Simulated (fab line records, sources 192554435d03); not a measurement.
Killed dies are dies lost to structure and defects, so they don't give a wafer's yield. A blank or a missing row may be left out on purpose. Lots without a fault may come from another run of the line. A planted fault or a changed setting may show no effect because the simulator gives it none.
fab line records | flow n5_finfet | part 2 of 2: steps 19 to 30 of 30
record lots=5 wafers=15 last_day=18
route steps=1938 shown SD_EPI_N@271 SD_EPI_P@295
lots that met no fault: from a run of the same line without faults
start_h: hours from the record's first day to the start of the lot's first wafer shown | wait_h: hours since the lot's step before | " the same as in the row above | L1.1+2: a row that stands for several wafers | - no value, or no start given | * or withheld: withheld | < > ~ a bound
route shown NAME@n: a module of which the file shows steps, and the number in the route of the first | usual: mean/standard deviation of fault-free wafers | same: alike in all rows | chamber/n: place in a boat | sites: the reading at each site | _std_site: their standard deviation | _edge_site: outer sites' mean less inner sites' | radius_mm: how far each site lies from the wafer's centre | mask NAME#n: copy n | behind: the tool/chamber that last shaped the wafer | hold: why the lot was held/for how many hours/how that ended | device: the transistor (n, p or np) that didn't switch | end of line: the same wafers' tests at the end of the route | a step without rows: its recipe alone | killed: dies lost to structure and defects at the first sort, not the wafer's yield | map: a wafer's dies, x killed, . not, _ none there
set.NAME: the setting as run; set.NAME@STEP: as run at that earlier step | model.NAME: the simulator's own value behind a step, which no gauge read
lots at some steps of the route; a table a step, a row a wafer
services: from which hour (start_h, from the record's first day; less than 0 if before it) a tool's chamber was out of use, for how many hours, and why
## steps
# step N5_SD_EPI_N_EPI_MEAS_23
# recipe mode=xrd
# usual thk_nm=58.9/1.2
# columns lot.wafer tool chamber start_h wait_h thk_nm
L074.1 film_metro-01 - 53.64 1.4 57.5
L074.5 " - " " 57.4
L074.6 " - " " 58.0
L078.1 film_metro-01 - 75.89 1.4 59.5
L078.2 " - " " 59.1
L078.4 " - " " 58.2
L080.3 film_metro-01 - 99.48 0.9 60.2
L080.5 " - " " 60.2
L080.6 " - " " 59.4
L083.3 film_metro-02 - 109.24 0.9 59.3
L083.4 " - " " 60.6
L083.5 " - " " 60.2
L097.2 film_metro-01 - 191.99 1.2 59.0
L097.3 " - " " 59.9
L097.6 " - " " 60.1
# step N5_SD_EPI_N_PRECLEAN_24
# recipe chemistry=O3/DIW time_s=60 temp_c=22 o3_ppm=10
# same time_s=60
# columns lot.wafer tool chamber start_h wait_h
L074.1+5+6 wet_bench-02 1,7,0 53.67 0.0
L078.1+2+4 wet_bench-03 0,7,5 75.93 0.0
L080.3+5+6 wet_bench-02 3,1,4 99.51 0.0
L083.3+4+5 wet_bench-02 1,4,0 109.27 0.0
L097.2+3+6 wet_bench-02 7,1,5 192.02 0.0
# step N5_SD_EPI_N_SRD_25
# recipe time_s=30 temp_c=23 rinse_liquid=diw dry=ipa_marangoni
# same time_s=30
# columns lot.wafer tool chamber start_h wait_h
L074.1+5+6 wet_bench-02 1,7,0 53.69 0.0
L078.1+2+4 wet_bench-03 0,7,5 75.94 0.0
L080.3+5+6 wet_bench-02 3,1,4 99.53 0.0
L083.3+4+5 wet_bench-02 1,4,0 109.29 0.0
L097.2+3+6 wet_bench-02 7,1,5 192.04 0.0
# step N5_SD_EPI_N_PRECLEAN_49
# recipe chemistry=NF3:NH3 afs_cycles=1 temp_c=30 time_s=20 sublimation_temp_c=180 sublimation_time_s=60 pressure_torr=3 rf_power_w=30
# same time_s=20
# columns lot.wafer tool chamber start_h wait_h
L074.1+5+6 remote_plasma-01 1 53.74 0.0
L078.1+2+4 remote_plasma-02 1 75.99 0.0
L080.3+5+6 remote_plasma-02 1 99.63 0.1
L083.3+4+5 remote_plasma-02 1 109.40 0.1
L097.2+3+6 remote_plasma-02 0 192.12 0.1
# step N5_SD_EPI_N_LINER_46
# recipe material=SiNx target_thk_a=30 temp_c=400 ald_precursor_family=SiH2I2 ald_co_reactant=N2/H2-plasma pressure_torr=2
# usual heater_power_w=835/76
# columns lot.wafer tool chamber start_h wait_h heater_power_w
L074.1 ald_sin-03 1 54.00 0.2 799
L074.5 " 0 " " 800
L074.6 " 3 " " 982
L078.1 ald_sin-04 3 76.19 0.2 737
L078.2 " 0 " " 893
L078.4 " 1 " " 862
L080.3 ald_sin-04 0 99.78 0.1 896
L080.5 " 3 " " 688
L080.6 " 0 " " 863
L083.3 ald_sin-03 2 109.57 0.1 836
L083.4 " 0 " " 817
L083.5 " 0 " " 839
L097.2 ald_sin-04 2 192.30 0.1 846
L097.3 " 3 " " 713
L097.6 " 3 " " 717
# step N5_SD_EPI_N_INSPECT_26
# recipe inspect_instrument=darkfield mode=post_epi
# usual raw_defect_count=205/43
# columns lot.wafer tool chamber start_h wait_h raw_defect_count
L074.1 defect_inspect-02 - 54.25 0.1 199
L074.5 " - " " 221
L074.6 " - " " 251
L078.1 defect_inspect-02 - 76.45 0.2 202
L078.2 " - " " 194
L078.4 " - " " 190
L080.3 defect_inspect-01 - 100.03 0.1 235
L080.5 " - " " 127
L080.6 " - " " 194
L083.3 defect_inspect-02 - 109.82 0.1 198
L083.4 " - " " 194
L083.5 " - " " 233
L097.2 defect_inspect-02 - 192.55 0.1 174
L097.3 " - " " 215
L097.6 " - " " 155
# step N5_SD_EPI_P_COAT_34
# recipe resist=SOC temp_c=250 time_s=60 spin_rpm=1500 resist_thk_nm=350
# usual exhaust_pa=45.1/0.88 spin_speed_rpm=1499.9/1
# same time_s=60
# columns lot.wafer tool chamber start_h wait_h exhaust_pa spin_speed_rpm
L074.1 litho_track-01 0 54.28 0.0 44.0 1499.3
L074.5 " 0 " " 44.0 1499.7
L074.6 " 0 " " 44.2 1501.6
L078.1 litho_track-04 0 76.49 0.0 44.2 1498.6
L078.2 " 0 " " 43.5 1499.0
L078.4 " 0 " " 44.5 1499.4
L080.3 litho_track-01 0 100.06 0.0 46.3 1499.8
L080.5 " 0 " " 45.0 1501.1
L080.6 " 0 " " 45.5 1498.1
L083.3 litho_track-04 0 109.85 0.0 44.6 1499.5
L083.4 " 0 " " 45.3 1498.6
L083.5 " 0 " " 44.7 1498.3
L097.2 litho_track-02 0 192.58 0.0 44.1 1500.3
L097.3 " 0 " " 43.7 1499.9
L097.6 " 0 " " 45.9 1499.5
# step N5_SD_EPI_P_COAT_35
# recipe resist=SiARC temp_c=220 time_s=60 spin_rpm=1500 resist_thk_nm=35
# usual exhaust_pa=44.8/0.79 spin_speed_rpm=1500.3/1.1
# same time_s=60
# columns lot.wafer tool chamber start_h wait_h exhaust_pa spin_speed_rpm
L074.1 litho_track-01 0 - - 44.2 1499.3
L074.5 " 0 " " 45.5 1500.1
L074.6 " 0 " " 45.4 1497.5
L078.1 litho_track-04 0 - - 44.9 1500.3
L078.2 " 0 " " 43.4 1500.5
L078.4 " 0 " " 43.1 1498.8
L080.3 litho_track-01 0 - - 44.7 1500.9
L080.5 " 0 " " 45.2 1501.8
L080.6 " 0 " " 45.1 1501.1
L083.3 litho_track-04 0 - - 45.1 1500.2
L083.4 " 0 " " 45.3 1501.5
L083.5 " 0 " " 45.3 1501.7
L097.2 litho_track-02 0 - - 45.6 1501.2
L097.3 " 0 " " 46.6 1501.5
L097.6 " 0 " " 46.6 1500.6
# step N5_SD_EPI_P_COAT_03
# recipe resist=CAR-ArF-block spin_rpm=1500 resist_thk_nm=150
# usual exhaust_pa=45.1/0.83 spin_speed_rpm=1499.9/1
# columns lot.wafer tool chamber start_h wait_h exhaust_pa spin_speed_rpm
L074.1 litho_track-01 0 - - 46.2 1498.4
L074.5 " 0 " " 45.5 1499.4
L074.6 " 0 " " 45.1 1500.4
L078.1 litho_track-04 0 - - 44.3 1501.1
L078.2 " 0 " " 45.8 1500.4
L078.4 " 0 " " 44.5 1500.4
L080.3 litho_track-01 0 - - 44.7 1501.6
L080.5 " 0 " " 44.6 1500.6
L080.6 " 0 " " 45.3 1499.3
L083.3 litho_track-04 0 - - 44.9 1501.1
L083.4 " 0 " " 45.5 1500.1
L083.5 " 0 " " 45.0 1498.7
L097.2 litho_track-02 0 - - 46.2 1500.9
L097.3 " 0 " " 45.1 1501.4
L097.6 " 0 " " 45.1 1500.2
# step N5_SD_EPI_P_EBR_05
# recipe solvent=PGMEA ebr_width_mm=1.5
# usual exhaust_pa=45.1/0.85
# columns lot.wafer tool chamber start_h wait_h exhaust_pa
L074.1 litho_track-01 0 - - 44.4
L074.5 " 0 " " 44.1
L074.6 " 0 " " 44.6
L078.1 litho_track-04 0 - - 44.7
L078.2 " 0 " " 44.0
L078.4 " 0 " " 44.8
L080.3 litho_track-01 0 - - 46.0
L080.5 " 0 " " 45.9
L080.6 " 0 " " 45.5
L083.3 litho_track-04 0 - - 44.9
L083.4 " 0 " " 44.4
L083.5 " 0 " " 45.4
L097.2 litho_track-02 0 - - 44.1
L097.3 " 0 " " 44.9
L097.6 " 0 " " 46.4
# step N5_SD_EPI_P_SOFTBAKE_04
# recipe temp_c=110 time_s=60 resist=CAR-ArF-block
# usual exhaust_pa=44.9/1
# same time_s=60
# columns lot.wafer tool chamber start_h wait_h exhaust_pa
L074.1 litho_track-01 0 - - 44.6
L074.5 " 0 " " 45.9
L074.6 " 0 " " 46.4
L078.1 litho_track-04 0 - - 45.2
L078.2 " 0 " " 45.1
L078.4 " 0 " " 45.0
L080.3 litho_track-01 0 - - 44.9
L080.5 " 0 " " 45.6
L080.6 " 0 " " 44.8
L083.3 litho_track-04 0 - - 46.0
L083.4 " 0 " " 46.4
L083.5 " 0 " " 46.3
L097.2 litho_track-02 0 - - 44.0
L097.3 " 0 " " 43.0
L097.6 " 0 " " 43.1
# step N5_SD_EPI_P_EXPOSE_06
# recipe mask_id=SD_P_BLK na=1.35 source_shape=conventional sigma_outer=0.8 polarization=unpolarized target_cd_nm=240 dose_mj=39.5
# columns lot.wafer tool chamber start_h wait_h mask
L074.1+5+6 arfi_scanner-02 0 54.53 - SD_P_BLK#0
L078.1+2+4 arfi_scanner-01 0 76.60 - SD_P_BLK#0
L080.3+5+6 arfi_scanner-02 0 100.32 - SD_P_BLK#0
L083.3+4+5 arfi_scanner-03 0 110.11 - SD_P_BLK#0
L097.2+3+6 arfi_scanner-02 0 192.83 - SD_P_BLK#0
## services
# columns tool chamber start_h hours kind
epi_rpcvd-04 - 27.26 1.6 repair
ald_sin-03 - 29.18 14.6 pm
rie_diel-04 - 33.76 2.8 pm
rie_si-04 0 36.16 16.7 repair
epi_rpcvd-01 - 37.48 1.3 repair
rie_diel-02 1 41.35 10.3 repair
ald_sin-04 3 48.05 11.2 repair
plasma_asher-02 - 67.08 8.9 repair
ald_sin-04 - 85.25 14.0 pm
rie_diel-04 - 86.97 0.2 repair
rie_diel-05 1 89.57 3.7 repair
arfi_scanner-02 - 94.52 1.0 pm
rie_diel-04 3 103.87 1.6 repair
arfi_scanner-02 - 108.83 1.3 pm
arfi_scanner-02 - 110.87 3.9 repair
rie_diel-02 2 123.38 3.3 repair
rie_diel-02 3 124.20 18.9 repair
rie_diel-05 2 127.78 5.4 repair
rie_diel-04 0 133.20 5.6 repair
arfi_scanner-02 - 134.19 1.0 pm
arfi_scanner-02 - 138.05 0.8 pm
epi_rpcvd-04 - 143.50 2.8 pm
epi_rpcvd-01 - 160.40 1.8 repair
remote_plasma-02 - 180.93 0.8 repair
